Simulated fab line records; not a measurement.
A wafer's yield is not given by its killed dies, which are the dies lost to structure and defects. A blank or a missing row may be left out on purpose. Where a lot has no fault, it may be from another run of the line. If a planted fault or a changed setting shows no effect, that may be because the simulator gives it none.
Which tool is to blame? || flow n5 finfet || 24 lots with 72 wafers sampled at 4 steps, on a route of 1938 steps

WHAT THE GAUGES SHOWED, per wafer
N5_HKMG_FIN_INSPECT_28: inspects for defects (darkfield).
{"lot": "L074", "measured": "day 4 09:12", "on": "defect inspect-02", "raw defect count": "27 36 36"}
{"lot": "L075", "measured": "day 4 12:47", "on": "defect inspect-02", "raw defect count": "20 40 23"}
{"lot": "L076", "measured": "day 4 19:08", "on": "defect inspect-01", "raw defect count": "18 49 69"}
{"lot": "L077", "measured": "day 5 01:41", "on": "defect inspect-01", "raw defect count": "43 27 40"}
{"lot": "L078", "measured": "day 5 09:02", "on": "defect inspect-01", "raw defect count": "45 49 22"}
{"lot": "L079", "measured": "day 5 12:43", "on": "defect inspect-02", "raw defect count": "83 59 42"}
{"lot": "L080", "measured": "day 5 19:51", "on": "defect inspect-02", "raw defect count": "29 15 30"}
{"lot": "L081", "measured": "day 6 01:09", "on": "defect inspect-01", "raw defect count": "9 14 25"}
{"lot": "L082", "measured": "day 6 07:58", "on": "defect inspect-02", "raw defect count": "32 59 51"}
{"lot": "L083", "measured": "day 6 14:26", "on": "defect inspect-02", "raw defect count": "29 27 42"}
{"lot": "L084", "measured": "day 6 19:40", "on": "defect inspect-02", "raw defect count": "23 16 34"}
{"lot": "L085", "measured": "day 7 02:11", "on": "defect inspect-01", "raw defect count": "31 40 14"}
{"lot": "L086", "measured": "day 7 10:48", "on": "defect inspect-01", "raw defect count": "69 54 68"}
{"lot": "L087", "measured": "day 7 14:03", "on": "defect inspect-02", "raw defect count": "33 46 29"}
{"lot": "L088", "measured": "day 7 19:06", "on": "defect inspect-02", "raw defect count": "67 48 51"}
{"lot": "L089", "measured": "day 8 01:34", "on": "defect inspect-01", "raw defect count": "45 63 33"}
{"lot": "L090", "measured": "day 8 06:49", "on": "defect inspect-02", "raw defect count": "35 16 52"}
{"lot": "L091", "measured": "day 8 15:55", "on": "defect inspect-02", "raw defect count": "18 38 36"}
{"lot": "L092", "measured": "day 8 20:27", "on": "defect inspect-02", "raw defect count": "17 27 20"}
{"lot": "L093", "measured": "day 9 03:46", "on": "defect inspect-02", "raw defect count": "24 39 38"}
{"lot": "L094", "measured": "day 9 09:52", "on": "defect inspect-01", "raw defect count": "29 42 41"}
{"lot": "L095", "measured": "day 9 19:51", "on": "defect inspect-01", "raw defect count": "36 43 44"}
{"lot": "L096", "measured": "day 9 21:35", "on": "defect inspect-01", "raw defect count": "12 23 52"}
{"lot": "L097", "measured": "day 10 03:46", "on": "defect inspect-02", "raw defect count": "16 21 19"}

WHAT TOOL EACH LOT RAN ON (gives the tool, then ch and the chambers of the sampled wafers, and finally the start)
{"lot": "L074", "N5_HKMG_FIN_ETCH_32": "rie diel-02 ch 0,2,3, day 4 04:55", "N5_HKMG_FIN_STRIP_89": "rie diel-03 ch 0,1,2, day 4 06:12", "N5_HKMG_FIN_CMP_94": "cmp-02 ch 0,1,3, day 4 08:58"}
{"lot": "L075", "N5_HKMG_FIN_ETCH_32": "rie diel-03 ch 0,2,3, day 4 08:30", "N5_HKMG_FIN_STRIP_89": "rie diel-01 ch 0,1,2, day 4 09:47", "N5_HKMG_FIN_CMP_94": "cmp-01 ch 0,2,3, day 4 12:34"}
{"lot": "L076", "N5_HKMG_FIN_ETCH_32": "rie diel-02 ch 2,3, day 4 14:50", "N5_HKMG_FIN_STRIP_89": "rie diel-02 ch 0,2, day 4 16:07", "N5_HKMG_FIN_CMP_94": "cmp-04 ch 0,1,2, day 4 18:54"}
{"lot": "L077", "N5_HKMG_FIN_ETCH_32": "rie diel-02 ch 0,3, day 4 21:22", "N5_HKMG_FIN_STRIP_89": "rie diel-02 ch 0,1,3, day 4 22:40", "N5_HKMG_FIN_CMP_94": "cmp-02 ch 0,1,3, day 5 01:26"}
{"lot": "L078", "N5_HKMG_FIN_ETCH_32": "rie diel-01 ch 0,1,3, day 5 04:44", "N5_HKMG_FIN_STRIP_89": "rie diel-03 ch 1,2,3, day 5 06:01", "N5_HKMG_FIN_CMP_94": "cmp-04 ch 0,2,3, day 5 08:48"}
{"lot": "L079", "N5_HKMG_FIN_ETCH_32": "rie diel-01 ch 0,1,3, day 5 08:20", "N5_HKMG_FIN_STRIP_89": "rie diel-03 ch 1,3, day 5 09:43", "N5_HKMG_FIN_CMP_94": "cmp-04 ch 0,1,2, day 5 12:29"}
{"lot": "L080", "N5_HKMG_FIN_ETCH_32": "rie diel-01 ch 0,2, day 5 15:32", "N5_HKMG_FIN_STRIP_89": "rie diel-01 ch 0,2, day 5 16:50", "N5_HKMG_FIN_CMP_94": "cmp-01 ch 0,2,3, day 5 19:40"}
{"lot": "L081", "N5_HKMG_FIN_ETCH_32": "rie diel-02 ch 0,1,3, day 5 20:49", "N5_HKMG_FIN_STRIP_89": "rie diel-02 ch 2,3, day 5 22:01", "N5_HKMG_FIN_CMP_94": "cmp-04 ch 0,1,3, day 6 00:59"}
{"lot": "L082", "N5_HKMG_FIN_ETCH_32": "rie diel-03 ch 0,2,3, day 6 03:33", "N5_HKMG_FIN_STRIP_89": "rie diel-03 ch 0,1,2, day 6 04:50", "N5_HKMG_FIN_CMP_94": "cmp-01 ch 0,1, day 6 07:46"}
{"lot": "L083", "N5_HKMG_FIN_ETCH_32": "rie diel-01 ch 1,2, day 6 09:57", "N5_HKMG_FIN_STRIP_89": "rie diel-01 ch 0,1, day 6 11:14", "N5_HKMG_FIN_CMP_94": "cmp-01 ch 1,2, day 6 14:14"}
{"lot": "L084", "N5_HKMG_FIN_ETCH_32": "rie diel-01 ch 0,2,3, day 6 15:22", "N5_HKMG_FIN_STRIP_89": "rie diel-02 ch 0,1,2, day 6 16:39", "N5_HKMG_FIN_CMP_94": "cmp-02 ch 0,2,3, day 6 19:26"}
{"lot": "L085", "N5_HKMG_FIN_ETCH_32": "rie diel-02 ch 0,1,2, day 6 21:53", "N5_HKMG_FIN_STRIP_89": "rie diel-01 ch 0,2,3, day 6 23:11", "N5_HKMG_FIN_CMP_94": "cmp-02 ch 0,1, day 7 01:57"}
{"lot": "L086", "N5_HKMG_FIN_ETCH_32": "rie diel-02 ch 0,2, day 7 05:52", "N5_HKMG_FIN_STRIP_89": "rie diel-01 ch 1,2,3, day 7 07:09", "N5_HKMG_FIN_CMP_94": "cmp-04 ch 1,2,3, day 7 10:36"}
{"lot": "L087", "N5_HKMG_FIN_ETCH_32": "rie diel-02 ch 0,1, day 7 09:45", "N5_HKMG_FIN_STRIP_89": "rie diel-02 ch 2,3, day 7 11:03", "N5_HKMG_FIN_CMP_94": "cmp-01 ch 1,2,3, day 7 13:53"}
{"lot": "L088", "N5_HKMG_FIN_ETCH_32": "rie diel-03 ch 2,3, day 7 14:49", "N5_HKMG_FIN_STRIP_89": "rie diel-03 ch 1,3, day 7 16:05", "N5_HKMG_FIN_CMP_94": "cmp-01 ch 0,1, day 7 18:52"}
{"lot": "L089", "N5_HKMG_FIN_ETCH_32": "rie diel-02 ch 1,2,3, day 7 21:16", "N5_HKMG_FIN_STRIP_89": "rie diel-02 ch 0,1,3, day 7 22:34", "N5_HKMG_FIN_CMP_94": "cmp-04 ch 0,2, day 8 01:20"}
{"lot": "L090", "N5_HKMG_FIN_ETCH_32": "rie diel-02 ch 1,2, day 8 02:05", "N5_HKMG_FIN_STRIP_89": "rie diel-03 ch 0,2,3, day 8 03:28", "N5_HKMG_FIN_CMP_94": "cmp-01 ch 0,3, day 8 06:35"}
{"lot": "L091", "N5_HKMG_FIN_ETCH_32": "rie diel-02 ch 0,3, day 8 11:36", "N5_HKMG_FIN_STRIP_89": "rie diel-01 ch 0,1,2, day 8 12:55", "N5_HKMG_FIN_CMP_94": "cmp-04 ch 1,2, day 8 15:43"}
{"lot": "L092", "N5_HKMG_FIN_ETCH_32": "rie diel-02 ch 0,2,3, day 8 16:02", "N5_HKMG_FIN_STRIP_89": "rie diel-02 ch 2,3, day 8 17:19", "N5_HKMG_FIN_CMP_94": "cmp-02 ch 0,1,3, day 8 20:13"}
{"lot": "L093", "N5_HKMG_FIN_ETCH_32": "rie diel-03 ch 0,2,3, day 8 23:17", "N5_HKMG_FIN_STRIP_89": "rie diel-03 ch 0,2,3, day 9 00:35", "N5_HKMG_FIN_CMP_94": "cmp-02 ch 1,3, day 9 03:34"}
{"lot": "L094", "N5_HKMG_FIN_ETCH_32": "rie diel-01 ch 0,2, day 9 05:25", "N5_HKMG_FIN_STRIP_89": "rie diel-02 ch 2,3, day 9 06:42", "N5_HKMG_FIN_CMP_94": "cmp-01 ch 1,3, day 9 09:39"}
{"lot": "L095", "N5_HKMG_FIN_ETCH_32": "rie diel-02 ch 0,1,2, day 9 15:24", "N5_HKMG_FIN_STRIP_89": "rie diel-03 ch 1,3, day 9 16:43", "N5_HKMG_FIN_CMP_94": "cmp-01 ch 1,2, day 9 19:37"}
{"lot": "L096", "N5_HKMG_FIN_ETCH_32": "rie diel-02 ch 0,3, day 9 16:56", "N5_HKMG_FIN_STRIP_89": "rie diel-03 ch 1,3, day 9 18:26", "N5_HKMG_FIN_CMP_94": "cmp-04 ch 0,3, day 9 21:23"}
{"lot": "L097", "N5_HKMG_FIN_ETCH_32": "rie diel-03 ch 1,2,3, day 9 23:23", "N5_HKMG_FIN_STRIP_89": "rie diel-03 ch 1,2,3, day 10 00:37", "N5_HKMG_FIN_CMP_94": "cmp-01 ch 1,2, day 10 03:34"}
- N5_HKMG_FIN_ETCH_32: etches SOC in N2/H2, target depth 240 nm, time 300 s.
- N5_HKMG_FIN_STRIP_89: strips SOC in N2/H2, time 20 s.
- N5_HKMG_FIN_CMP_94: polishes, stops on SiNx, t overpolish 4.7 s, target thk 43.299 nm.

AS READ BY THE TOOLS THEMSELVES (means over the sampled wafers that have a number; for cases with no such wafer, the mark the record gives instead)
N5_HKMG_FIN_ETCH_32.
{"lot": "L074", "tool": "rie diel-02", "chamber pressure mTorr (mTorr)": 30.005, "drypump motor current A (A)": 5.6, "oes product au (a.u.)": 0.78, "rf vpp V (V)": 521.8, "showerhead plenum p Torr (Torr)": 2.48, "throttle valve pct (%)": 18.08}
{"lot": "L075", "tool": "rie diel-03", "chamber pressure mTorr (mTorr)": 30.017, "drypump motor current A (A)": 5.7, "oes product au (a.u.)": 0.78, "rf vpp V (V)": 523.7, "showerhead plenum p Torr (Torr)": 2.52, "throttle valve pct (%)": 17.73}
{"lot": "L076", "tool": "rie diel-02", "chamber pressure mTorr (mTorr)": 30.011, "drypump motor current A (A)": 5.7, "oes product au (a.u.)": 0.78, "rf vpp V (V)": 520.8, "showerhead plenum p Torr (Torr)": 2.47, "throttle valve pct (%)": 18.16}
{"lot": "L077", "tool": "rie diel-02", "chamber pressure mTorr (mTorr)": 29.996, "drypump motor current A (A)": 5.5, "oes product au (a.u.)": 0.78, "rf vpp V (V)": 522.8, "showerhead plenum p Torr (Torr)": 2.49, "throttle valve pct (%)": 18.01}
{"lot": "L078", "tool": "rie diel-01", "chamber pressure mTorr (mTorr)": 29.989, "drypump motor current A (A)": 5.9, "oes product au (a.u.)": 0.73, "rf vpp V (V)": 525.3, "showerhead plenum p Torr (Torr)": 2.61, "throttle valve pct (%)": 17.99}
{"lot": "L079", "tool": "rie diel-01", "chamber pressure mTorr (mTorr)": 29.963, "drypump motor current A (A)": 5.9, "oes product au (a.u.)": 0.73, "rf vpp V (V)": 525.0, "showerhead plenum p Torr (Torr)": 2.61, "throttle valve pct (%)": 17.99}
{"lot": "L080", "tool": "rie diel-01", "chamber pressure mTorr (mTorr)": 29.989, "drypump motor current A (A)": 5.6, "oes product au (a.u.)": 0.77, "rf vpp V (V)": 525.4, "showerhead plenum p Torr (Torr)": 2.59, "throttle valve pct (%)": 17.68}
{"lot": "L081", "tool": "rie diel-02", "chamber pressure mTorr (mTorr)": 30.006, "drypump motor current A (A)": 5.8, "oes product au (a.u.)": 0.75, "rf vpp V (V)": 521.3, "showerhead plenum p Torr (Torr)": 2.48, "throttle valve pct (%)": 17.97}
{"lot": "L082", "tool": "rie diel-03", "chamber pressure mTorr (mTorr)": 30.004, "drypump motor current A (A)": 5.7, "oes product au (a.u.)": 0.77, "rf vpp V (V)": 522.7, "showerhead plenum p Torr (Torr)": 2.51, "throttle valve pct (%)": 17.76}
{"lot": "L083", "tool": "rie diel-01", "chamber pressure mTorr (mTorr)": 29.995, "drypump motor current A (A)": 5.4, "oes product au (a.u.)": 0.85, "rf vpp V (V)": 522.1, "showerhead plenum p Torr (Torr)": 2.50, "throttle valve pct (%)": 17.56}
{"lot": "L084", "tool": "rie diel-01", "chamber pressure mTorr (mTorr)": 29.993, "drypump motor current A (A)": 5.6, "oes product au (a.u.)": 0.77, "rf vpp V (V)": 525.2, "showerhead plenum p Torr (Torr)": 2.58, "throttle valve pct (%)": 17.86}
{"lot": "L085", "tool": "rie diel-02", "chamber pressure mTorr (mTorr)": 30.025, "drypump motor current A (A)": 5.4, "oes product au (a.u.)": 0.78, "rf vpp V (V)": 523.3, "showerhead plenum p Torr (Torr)": 2.52, "throttle valve pct (%)": 18.04}
{"lot": "L086", "tool": "rie diel-02", "chamber pressure mTorr (mTorr)": 29.972, "drypump motor current A (A)": 5.2, "oes product au (a.u.)": 0.86, "rf vpp V (V)": 526.0, "showerhead plenum p Torr (Torr)": 2.62, "throttle valve pct (%)": 18.01}
{"lot": "L087", "tool": "rie diel-02", "chamber pressure mTorr (mTorr)": 30.015, "drypump motor current A (A)": 5.6, "oes product au (a.u.)": 0.69, "rf vpp V (V)": 520.0, "showerhead plenum p Torr (Torr)": 2.41, "throttle valve pct (%)": 18.09}
{"lot": "L088", "tool": "rie diel-03", "chamber pressure mTorr (mTorr)": 29.994, "drypump motor current A (A)": 5.9, "oes product au (a.u.)": 0.81, "rf vpp V (V)": 524.8, "showerhead plenum p Torr (Torr)": 2.55, "throttle valve pct (%)": 17.61}
{"lot": "L089", "tool": "rie diel-02", "chamber pressure mTorr (mTorr)": 30.012, "drypump motor current A (A)": 5.8, "oes product au (a.u.)": 0.82, "rf vpp V (V)": 523.8, "showerhead plenum p Torr (Torr)": 2.57, "throttle valve pct (%)": 17.93}
{"lot": "L090", "tool": "rie diel-02", "chamber pressure mTorr (mTorr)": 29.990, "drypump motor current A (A)": 5.5, "oes product au (a.u.)": 0.84, "rf vpp V (V)": 525.3, "showerhead plenum p Torr (Torr)": 2.61, "throttle valve pct (%)": 17.98}
{"lot": "L091", "tool": "rie diel-02", "chamber pressure mTorr (mTorr)": 29.987, "drypump motor current A (A)": 6.0, "oes product au (a.u.)": 0.80, "rf vpp V (V)": 523.5, "showerhead plenum p Torr (Torr)": 2.53, "throttle valve pct (%)": 17.94}
{"lot": "L092", "tool": "rie diel-02", "chamber pressure mTorr (mTorr)": 30.017, "drypump motor current A (A)": 5.6, "oes product au (a.u.)": 0.82, "rf vpp V (V)": 524.0, "showerhead plenum p Torr (Torr)": 2.57, "throttle valve pct (%)": 17.98}
{"lot": "L093", "tool": "rie diel-03", "chamber pressure mTorr (mTorr)": 30.004, "drypump motor current A (A)": 5.7, "oes product au (a.u.)": 0.73, "rf vpp V (V)": 523.3, "showerhead plenum p Torr (Torr)": 2.50, "throttle valve pct (%)": 17.81}
{"lot": "L094", "tool": "rie diel-01", "chamber pressure mTorr (mTorr)": 29.997, "drypump motor current A (A)": 5.6, "oes product au (a.u.)": 0.74, "rf vpp V (V)": 526.2, "showerhead plenum p Torr (Torr)": 2.58, "throttle valve pct (%)": 17.73}
{"lot": "L095", "tool": "rie diel-02", "chamber pressure mTorr (mTorr)": 30.000, "drypump motor current A (A)": 5.4, "oes product au (a.u.)": 0.84, "rf vpp V (V)": 525.2, "showerhead plenum p Torr (Torr)": 2.61, "throttle valve pct (%)": 17.92}
{"lot": "L096", "tool": "rie diel-02", "chamber pressure mTorr (mTorr)": 30.010, "drypump motor current A (A)": 5.5, "oes product au (a.u.)": 0.74, "rf vpp V (V)": 520.8, "showerhead plenum p Torr (Torr)": 2.47, "throttle valve pct (%)": 18.08}
{"lot": "L097", "tool": "rie diel-03", "chamber pressure mTorr (mTorr)": 30.001, "drypump motor current A (A)": 5.9, "oes product au (a.u.)": 0.83, "rf vpp V (V)": 523.1, "showerhead plenum p Torr (Torr)": 2.52, "throttle valve pct (%)": 17.54}

N5_HKMG_FIN_STRIP_89.
{"lot": "L074", "tool": "rie diel-03", "chamber pressure mTorr (mTorr)": 50.02, "drypump motor current A (A)": 5.7, "oes product au (a.u.)": 0.72, "power w (W)": 499.2, "rf vpp V (V)": 54.6, "showerhead plenum p Torr (Torr)": 3.29, "throttle valve pct (%)": 18.9}
{"lot": "L075", "tool": "rie diel-01", "chamber pressure mTorr (mTorr)": 49.99, "drypump motor current A (A)": 5.7, "oes product au (a.u.)": 0.82, "power w (W)": 498.9, "rf vpp V (V)": 54.7, "showerhead plenum p Torr (Torr)": 3.38, "throttle valve pct (%)": 18.6}
{"lot": "L076", "tool": "rie diel-02", "chamber pressure mTorr (mTorr)": 49.99, "drypump motor current A (A)": 5.1, "oes product au (a.u.)": 0.72, "power w (W)": 498.9, "rf vpp V (V)": 53.7, "showerhead plenum p Torr (Torr)": 3.21, "throttle valve pct (%)": 19.5}
{"lot": "L077", "tool": "rie diel-02", "chamber pressure mTorr (mTorr)": 49.99, "drypump motor current A (A)": 5.8, "oes product au (a.u.)": 0.76, "power w (W)": 501.4, "rf vpp V (V)": 53.6, "showerhead plenum p Torr (Torr)": 3.28, "throttle valve pct (%)": 19.1}
{"lot": "L078", "tool": "rie diel-03", "chamber pressure mTorr (mTorr)": 50.07, "drypump motor current A (A)": 5.9, "oes product au (a.u.)": 0.78, "power w (W)": 499.5, "rf vpp V (V)": 54.2, "showerhead plenum p Torr (Torr)": 3.35, "throttle valve pct (%)": 18.8}
{"lot": "L079", "tool": "rie diel-03", "chamber pressure mTorr (mTorr)": 49.96, "drypump motor current A (A)": 6.1, "oes product au (a.u.)": 0.82, "power w (W)": 499.3, "rf vpp V (V)": 53.0, "showerhead plenum p Torr (Torr)": 3.37, "throttle valve pct (%)": 19.0}
{"lot": "L080", "tool": "rie diel-01", "chamber pressure mTorr (mTorr)": 50.02, "drypump motor current A (A)": 5.3, "oes product au (a.u.)": 0.87, "power w (W)": 500.8, "rf vpp V (V)": 53.5, "showerhead plenum p Torr (Torr)": 3.35, "throttle valve pct (%)": 18.4}
{"lot": "L081", "tool": "rie diel-02", "chamber pressure mTorr (mTorr)": 49.96, "drypump motor current A (A)": 5.7, "oes product au (a.u.)": 0.96, "power w (W)": 497.3, "rf vpp V (V)": 53.8, "showerhead plenum p Torr (Torr)": 3.54, "throttle valve pct (%)": 19.2}
{"lot": "L082", "tool": "rie diel-03", "chamber pressure mTorr (mTorr)": 50.02, "drypump motor current A (A)": 5.7, "oes product au (a.u.)": 0.71, "power w (W)": 499.7, "rf vpp V (V)": 53.9, "showerhead plenum p Torr (Torr)": 3.28, "throttle valve pct (%)": 18.9}
{"lot": "L083", "tool": "rie diel-01", "chamber pressure mTorr (mTorr)": 49.99, "drypump motor current A (A)": 6.0, "oes product au (a.u.)": 0.72, "power w (W)": 501.2, "rf vpp V (V)": 54.5, "showerhead plenum p Torr (Torr)": 3.40, "throttle valve pct (%)": 18.8}
{"lot": "L084", "tool": "rie diel-02", "chamber pressure mTorr (mTorr)": 49.96, "drypump motor current A (A)": 5.4, "oes product au (a.u.)": 0.78, "power w (W)": 500.6, "rf vpp V (V)": 54.5, "showerhead plenum p Torr (Torr)": 3.33, "throttle valve pct (%)": 19.2}
{"lot": "L085", "tool": "rie diel-01", "chamber pressure mTorr (mTorr)": 50.00, "drypump motor current A (A)": 5.6, "oes product au (a.u.)": 0.78, "power w (W)": 498.3, "rf vpp V (V)": 54.4, "showerhead plenum p Torr (Torr)": 3.41, "throttle valve pct (%)": 18.9}
{"lot": "L086", "tool": "rie diel-01", "chamber pressure mTorr (mTorr)": 50.01, "drypump motor current A (A)": 5.7, "oes product au (a.u.)": 0.79, "power w (W)": 499.8, "rf vpp V (V)": 53.7, "showerhead plenum p Torr (Torr)": 3.36, "throttle valve pct (%)": 18.9}
{"lot": "L087", "tool": "rie diel-02", "chamber pressure mTorr (mTorr)": 49.97, "drypump motor current A (A)": 6.0, "oes product au (a.u.)": 0.88, "power w (W)": 500.2, "rf vpp V (V)": 53.9, "showerhead plenum p Torr (Torr)": 3.47, "throttle valve pct (%)": 19.2}
{"lot": "L088", "tool": "rie diel-03", "chamber pressure mTorr (mTorr)": 49.96, "drypump motor current A (A)": 6.1, "oes product au (a.u.)": 0.74, "power w (W)": 499.6, "rf vpp V (V)": 54.4, "showerhead plenum p Torr (Torr)": 3.33, "throttle valve pct (%)": 19.0}
{"lot": "L089", "tool": "rie diel-02", "chamber pressure mTorr (mTorr)": 49.98, "drypump motor current A (A)": 5.8, "oes product au (a.u.)": 0.73, "power w (W)": 500.1, "rf vpp V (V)": 53.9, "showerhead plenum p Torr (Torr)": 3.27, "throttle valve pct (%)": 19.2}
{"lot": "L090", "tool": "rie diel-03", "chamber pressure mTorr (mTorr)": 50.01, "drypump motor current A (A)": 5.7, "oes product au (a.u.)": 0.74, "power w (W)": 500.0, "rf vpp V (V)": 53.5, "showerhead plenum p Torr (Torr)": 3.31, "throttle valve pct (%)": 18.9}
{"lot": "L091", "tool": "rie diel-01", "chamber pressure mTorr (mTorr)": 50.01, "drypump motor current A (A)": 5.7, "oes product au (a.u.)": 0.77, "power w (W)": 500.9, "rf vpp V (V)": 54.2, "showerhead plenum p Torr (Torr)": 3.37, "throttle valve pct (%)": 18.6}
{"lot": "L092", "tool": "rie diel-02", "chamber pressure mTorr (mTorr)": 49.98, "drypump motor current A (A)": 6.0, "oes product au (a.u.)": 0.86, "power w (W)": 498.4, "rf vpp V (V)": 55.2, "showerhead plenum p Torr (Torr)": 3.47, "throttle valve pct (%)": 19.2}
{"lot": "L093", "tool": "rie diel-03", "chamber pressure mTorr (mTorr)": 50.00, "drypump motor current A (A)": 5.7, "oes product au (a.u.)": 0.73, "power w (W)": 501.1, "rf vpp V (V)": 54.2, "showerhead plenum p Torr (Torr)": 3.30, "throttle valve pct (%)": 18.9}
{"lot": "L094", "tool": "rie diel-02", "chamber pressure mTorr (mTorr)": 49.98, "drypump motor current A (A)": 5.7, "oes product au (a.u.)": 0.88, "power w (W)": 501.1, "rf vpp V (V)": 54.2, "showerhead plenum p Torr (Torr)": 3.52, "throttle valve pct (%)": 19.2}
{"lot": "L095", "tool": "rie diel-03", "chamber pressure mTorr (mTorr)": 50.00, "drypump motor current A (A)": 6.1, "oes product au (a.u.)": 0.87, "power w (W)": 501.2, "rf vpp V (V)": 53.9, "showerhead plenum p Torr (Torr)": 3.35, "throttle valve pct (%)": 18.9}
{"lot": "L096", "tool": "rie diel-03", "chamber pressure mTorr (mTorr)": 49.98, "drypump motor current A (A)": 6.1, "oes product au (a.u.)": 0.87, "power w (W)": 501.4, "rf vpp V (V)": 54.8, "showerhead plenum p Torr (Torr)": 3.35, "throttle valve pct (%)": 18.9}
{"lot": "L097", "tool": "rie diel-03", "chamber pressure mTorr (mTorr)": 50.02, "drypump motor current A (A)": 5.9, "oes product au (a.u.)": 0.82, "power w (W)": 499.8, "rf vpp V (V)": 54.1, "showerhead plenum p Torr (Torr)": 3.33, "throttle valve pct (%)": 18.7}

N5_HKMG_FIN_CMP_94.
{"lot": "L074", "tool": "cmp-02", "motor current A (A)": 13.0}
{"lot": "L075", "tool": "cmp-01", "motor current A (A)": 11.3}
{"lot": "L076", "tool": "cmp-04", "motor current A (A)": 11.5}
{"lot": "L077", "tool": "cmp-02", "motor current A (A)": 13.3}
{"lot": "L078", "tool": "cmp-04", "motor current A (A)": 12.2}
{"lot": "L079", "tool": "cmp-04", "motor current A (A)": 11.2}
{"lot": "L080", "tool": "cmp-01", "motor current A (A)": 11.7}
{"lot": "L081", "tool": "cmp-04", "motor current A (A)": 10.9}
{"lot": "L082", "tool": "cmp-01", "motor current A (A)": 11.2}
{"lot": "L083", "tool": "cmp-01", "motor current A (A)": 11.4}
{"lot": "L084", "tool": "cmp-02", "motor current A (A)": 12.2}
{"lot": "L085", "tool": "cmp-02", "motor current A (A)": 13.3}
{"lot": "L086", "tool": "cmp-04", "motor current A (A)": 12.0}
{"lot": "L087", "tool": "cmp-01", "motor current A (A)": 11.7}
{"lot": "L088", "tool": "cmp-01", "motor current A (A)": 11.6}
{"lot": "L089", "tool": "cmp-04", "motor current A (A)": 12.0}
{"lot": "L090", "tool": "cmp-01", "motor current A (A)": 11.5}
{"lot": "L091", "tool": "cmp-04", "motor current A (A)": 12.5}
{"lot": "L092", "tool": "cmp-02", "motor current A (A)": 12.8}
{"lot": "L093", "tool": "cmp-02", "motor current A (A)": 13.4}
{"lot": "L094", "tool": "cmp-01", "motor current A (A)": 11.0}
{"lot": "L095", "tool": "cmp-01", "motor current A (A)": 11.2}
{"lot": "L096", "tool": "cmp-04", "motor current A (A)": 11.1}
{"lot": "L097", "tool": "cmp-01", "motor current A (A)": 12.0}

THE ANSWER, worked out from the rows above alone
Rule: the lots themselves supply what counts as usual. The widest of any qualifying gaps counts: lots, ordered by their means at a reading, are off when they make up no more than a third of the lots, leave a main group of 4 or more, and stand apart from it by 3 or more times the standard deviation of that group's means. A main group is skipped when, at the precision printed for the reading in the tables above, its means are all equal. Also off: a lot with no number at a reading for which 4 or more lots have one. Any other lot the step has rows for is counted as sound. The gauges are gone through in route order, then the tools' own readings, and for those a lot's mean is taken as printed above. At the first step where some lot is off, the reading lying furthest off is the one used; lots without a number count as furthest.
Across all readings shown, no lot is off: no conclusion can be drawn from this.

WHAT HAD BEEN PUT IN BY THE SIMULATOR
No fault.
